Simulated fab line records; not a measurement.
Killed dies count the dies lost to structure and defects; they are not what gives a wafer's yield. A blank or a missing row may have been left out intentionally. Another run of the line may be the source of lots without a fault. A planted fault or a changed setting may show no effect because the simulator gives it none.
Which tool did it? + flow n5_finfet + route of 1938 steps, sampled at 1 step: 24 lots, 72 wafers

WHAT THE GAUGES READ, wafer by wafer
N5_HKMG_FIN_CD_MEAS_12 targets a cd of 92.8 nm.
| lot  | measured    | on        | cd_nm (nm)     |
|------|-------------|-----------|----------------|
| L074 | day 4 06:26 | cd_sem-03 | 93.4 93.1 92.9 |
| L075 | day 4 10:22 | cd_sem-01 | 92.4 92.6 93.2 |
| L076 | day 4 14:53 | cd_sem-01 | 93.4 93.3 93.2 |
| L077 | day 4 20:14 | cd_sem-02 | 93.5 93.3 93.2 |
| L078 | day 5 08:51 | cd_sem-01 | 93.3 93.4 93.2 |
| L079 | day 5 14:31 | cd_sem-01 | 92.9 92.0 92.7 |
| L080 | day 5 18:11 | cd_sem-02 | 93.2 93.2 92.6 |
| L081 | day 5 22:15 | cd_sem-02 | 92.6 93.3 94.6 |
| L082 | day 6 02:36 | cd_sem-03 | 92.9 92.2 92.6 |
| L083 | day 6 06:53 | cd_sem-01 | 91.1 91.5 91.4 |
| L084 | day 6 17:25 | cd_sem-03 | 93.1 92.6 92.9 |
| L085 | day 6 21:30 | cd_sem-02 | 94.8 93.8 95.2 |
| L086 | day 7 09:49 | cd_sem-01 | 94.2 93.4 93.7 |
| L087 | day 7 13:25 | cd_sem-03 | 94.2 94.2 94.0 |
| L088 | day 7 18:02 | cd_sem-01 | 92.1 92.2 92.4 |
| L089 | day 8 01:40 | cd_sem-03 | 93.1 92.8 92.4 |
| L090 | day 8 02:22 | cd_sem-01 | 93.1 92.9 93.2 |
| L091 | day 8 10:08 | cd_sem-03 | 92.4 92.2 92.8 |
| L092 | day 8 12:52 | cd_sem-03 | 93.1 93.5 92.2 |
| L093 | day 8 23:13 | cd_sem-03 | 92.4 92.5 92.3 |
| L094 | day 9 02:44 | cd_sem-02 | 93.7 92.9 93.6 |
| L095 | day 9 10:56 | cd_sem-01 | 92.8 93.3 92.9 |
| L096 | day 9 16:07 | cd_sem-02 | 93.1 93.2 93.6 |
| L097 | day 9 23:46 | cd_sem-01 | 93.2 92.8 93.6 |

TOOL THAT RAN EACH LOT (tool first, then ch and the chambers of the sampled wafers, then the start)
No process step before these readings appears in the record.

WHAT THE TOOLS THEMSELVES READ (means of the sampled wafers that have a number; where no wafer has one, the mark that the record gives instead)
The record holds no such reading with a usual standard deviation.

THE ANSWER, worked out from the rows above alone
Rule: the lots themselves supply what counts as usual. The widest of any qualifying gaps counts: lots, ordered by their means at a reading, are off when they make up no more than a third of the lots, leave a main group of 4 or more, and stand apart from it by 3 or more times the standard deviation of that group's means. A main group is skipped when, at the precision printed for the reading in the tables above, its means are all equal. A lot without any number at a reading at which 4 lots or more have one is off too. Where the step has rows for the other lots, those lots are counted as sound. After the gauges, taken in route order, come the tools' own readings; for these a lot's mean is taken, as printed above. The first step at which some lot is off is used, and at that step the reading that is off furthest; a lot without a number counts as furthest.
Across all readings shown, no lot is off: no conclusion can be drawn from this.

WHAT WAS PUT IN BY THE SIMULATOR
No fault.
